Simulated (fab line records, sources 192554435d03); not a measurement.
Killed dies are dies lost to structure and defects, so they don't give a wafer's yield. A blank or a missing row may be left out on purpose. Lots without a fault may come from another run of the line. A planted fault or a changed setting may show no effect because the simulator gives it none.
Split-lot experiment | flow n5_finfet | 7 lots, 21 wafers read, on a route of 1938 steps

THE SPLIT
At N5_SD_EPI_P_COAT_34 (time 60 s, resist thk 350 nm), the setting spin_rpm was moved away from the recipe's 1500 rpm on 11 of the 21 wafers read, by -9.0% to +6.6%. The other wafers ran this setting at the recipe's value.

The reading is taken at the split's own step.

THE READING
SOC_of_SD_EPI_P_COAT_34.thk_nm (the simulator's own value, which no gauge read), in nm, at N5_SD_EPI_P_COAT_34 (time 60 s, resist thk 350 nm). The file gives no usual value for it. The 10 wafers here that ran the recipe average 350.2 nm, standard deviation 0.64 nm.

wafer  | tool, chamber at the split | spin_rpm as run, rpm | against the recipe | SOC_of_SD_EPI_P_COAT_34.thk_nm, nm | against lot-mates on the recipe
L075.4 | litho_track-02, 0          | 1500                 | recipe             | 349.4                              | -
L075.5 | litho_track-02, 0          | 1599                 | +6.6%              | 338.6                              | -10.8
L075.6 | litho_track-02, 0          | 1599                 | +6.6%              | 338.6                              | -10.8
L076.1 | litho_track-05, 0          | 1500                 | recipe             | 351.4                              | -
L076.3 | litho_track-05, 0          | 1500                 | recipe             | 350.8                              | -
L076.6 | litho_track-05, 0          | 1500                 | recipe             | 350.2                              | -
L077.1 | litho_track-02, 0          | 1402                 | -6.5%              | 361                                | no lot-mate on the recipe
L077.2 | litho_track-02, 0          | 1402                 | -6.5%              | 360.8                              | no lot-mate on the recipe
L077.5 | litho_track-02, 0          | 1402                 | -6.5%              | 360.4                              | no lot-mate on the recipe
L078.1 | litho_track-01, 0          | 1416                 | -5.6%              | 360                                | +10.4
L078.4 | litho_track-01, 0          | 1416                 | -5.6%              | 360.6                              | +11.0
L078.5 | litho_track-01, 0          | 1500                 | recipe             | 349.6                              | -
L092.3 | litho_track-02, 0          | 1365                 | -9.0%              | 367.6                              | +17.1
L092.4 | litho_track-02, 0          | 1500                 | recipe             | 350.8                              | -
L092.5 | litho_track-02, 0          | 1500                 | recipe             | 350.2                              | -
L095.3 | litho_track-05, 0          | 1564                 | +4.3%              | 343.6                              | -6.6
L095.5 | litho_track-05, 0          | 1564                 | +4.3%              | 343.6                              | -6.6
L095.4 | litho_track-05, 0          | 1500                 | recipe             | 350.2                              | -
L096.1 | litho_track-02, 0          | 1500                 | recipe             | 349.6                              | -
L096.2 | litho_track-02, 0          | 1500                 | recipe             | 349.4                              | -
L096.4 | litho_track-02, 0          | 1448                 | -3.5%              | 356.6                              | +7.1

THE FIT
A straight line over all 21 wafers: SOC_of_SD_EPI_P_COAT_34.thk_nm changes by -1.73 nm for each +1% of spin_rpm; r = -1.00; the points scatter about the line by 0.77 nm.
The same after taking each lot's own level away (the mean of its wafers on the recipe; 18 wafers): -1.78 nm for each +1%; r = -1.00; scatter 0.56 nm.
On that fit, the largest move of spin_rpm shifts the reading by 16 nm.
The lots' own levels span 349.40 to 350.80 nm, that is 2.2 times the standard deviation above.
So the lot-to-lot level changes the slope little: the two slopes agree.
Check: with one of the wafers moved furthest among these (-9.0%) left out of the fit, the line predicts +16.1 nm for it against its lot-mates. It came out at +17.1 nm against them.

OTHER SPLITS ON THESE WAFERS
These wafers also went through other splits before the reading. Each is held against what the fit with the lots' levels taken away leaves over:
other split on the same wafers                    | wafers away from the commonest value | r with SOC_of_SD_EPI_P_COAT_34.thk_nm (lot level and that fit taken away)
N5_WELL_APT_EXPOSE_05 dose_mj                     | 7                                    | -0.30
N5_WELL_APT_DEVELOP_07 develop_time_s             | 6                                    | -0.07
N5_PMOS_HMC_CHANNEL_EPI_PEB_07 peb_temp_c         | 8                                    | +0.29
N5_PMOS_HMC_CHANNEL_EPI_DEVELOP_08 develop_time_s | 6                                    | +0.06
N5_FIN_CUT_COAT_19 spin_rpm                       | 10                                   | -0.08
N5_DUMMY_GATE_CVD_03 temp_c                       | 18                                   | -0.04
N5_SD_EPI_N_COAT_33 spin_rpm                      | 9                                    | -0.29
N5_SD_EPI_N_DESCUM_14 time_s                      | 7                                    | -0.27

THE FILE'S OWN FIT
SOC_of_SD_EPI_P_COAT_34.thk_nm changes by -1.82 nm for each +1% of spin_rpm, r = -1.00.
